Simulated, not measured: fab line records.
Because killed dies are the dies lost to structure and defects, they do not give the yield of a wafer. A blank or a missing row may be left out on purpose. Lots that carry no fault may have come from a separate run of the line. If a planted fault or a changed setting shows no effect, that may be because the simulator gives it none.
Matching of chambers || flow n5 finfet || 3 sister chambers for N5_BEOL_M0_SAQP_PECVD_96 on pecvd-04
The step deposits a-Si from SiH4/He, target thk 45 nm, time 45.2 s. 6 wafers are shown with their chamber, then 8 later ones without.

WAFERS, EACH WITH ITS CHAMBER
{"wafer": "L082.4", "chamber": 0, "throttle valve pct (%)": 19.3, "showerhead plenum p Torr (Torr)": 5.66}
{"wafer": "L082.5", "chamber": 2, "throttle valve pct (%)": 21.5, "showerhead plenum p Torr (Torr)": 5.74}
{"wafer": "L083.1", "chamber": 0, "throttle valve pct (%)": 19.1, "showerhead plenum p Torr (Torr)": 5.67}
{"wafer": "L083.2", "chamber": 1, "throttle valve pct (%)": 18.0, "showerhead plenum p Torr (Torr)": 5.61}
{"wafer": "L083.4", "chamber": 2, "throttle valve pct (%)": 21.4, "showerhead plenum p Torr (Torr)": 5.74}
{"wafer": "L086.1", "chamber": 1, "throttle valve pct (%)": 18.2, "showerhead plenum p Torr (Torr)": 5.62}

WAFERS WHOSE CHAMBER IS MISSING
{"wafer": "L086.2", "throttle valve pct (%)": 19.3, "showerhead plenum p Torr (Torr)": 5.69}
{"wafer": "L086.4", "throttle valve pct (%)": 21.5, "showerhead plenum p Torr (Torr)": 5.73}
{"wafer": "L092.1", "throttle valve pct (%)": 18.3, "showerhead plenum p Torr (Torr)": 5.62}
{"wafer": "L092.4", "throttle valve pct (%)": 19.6, "showerhead plenum p Torr (Torr)": 5.67}
{"wafer": "L092.5", "throttle valve pct (%)": 19.5, "showerhead plenum p Torr (Torr)": 5.67}
{"wafer": "L093.3", "throttle valve pct (%)": 18.3, "showerhead plenum p Torr (Torr)": 5.62}
{"wafer": "L093.4", "throttle valve pct (%)": 19.6, "showerhead plenum p Torr (Torr)": 5.66}
{"wafer": "L093.5", "throttle valve pct (%)": 19.6, "showerhead plenum p Torr (Torr)": 5.66}

WHICH CHAMBER EACH ONE RAN IN
{"wafer": "L086.2", "from the rows above": 0, "in truth": 0}
{"wafer": "L086.4", "from the rows above": 2, "in truth": 2}
{"wafer": "L092.1", "from the rows above": 1, "in truth": 1}
{"wafer": "L092.4", "from the rows above": 0, "in truth": 0}
{"wafer": "L092.5", "from the rows above": 0, "in truth": 0}
{"wafer": "L093.3", "from the rows above": 1, "in truth": 1}
{"wafer": "L093.4", "from the rows above": 0, "in truth": 0}
{"wafer": "L093.5", "from the rows above": 0, "in truth": 0}
Correctly placed: 8 of 8. From these rows, 0 cannot be placed. Placed wrongly: 0.
How it was worked out, from the rows above alone: a wafer's distance from a chamber is the root of the sum, over the readings, of the square of ((its reading less the chamber's mean) divided by the reading's scatter). The wafer belongs to the nearest chamber; if the next one is less than 2 further off, it can't be placed. Each chamber's mean is taken over the wafers shown for it. The scatter: the root of (the sum of the squares of (reading less its chamber's mean) over the shown wafers, divided by (wafers less chambers)).
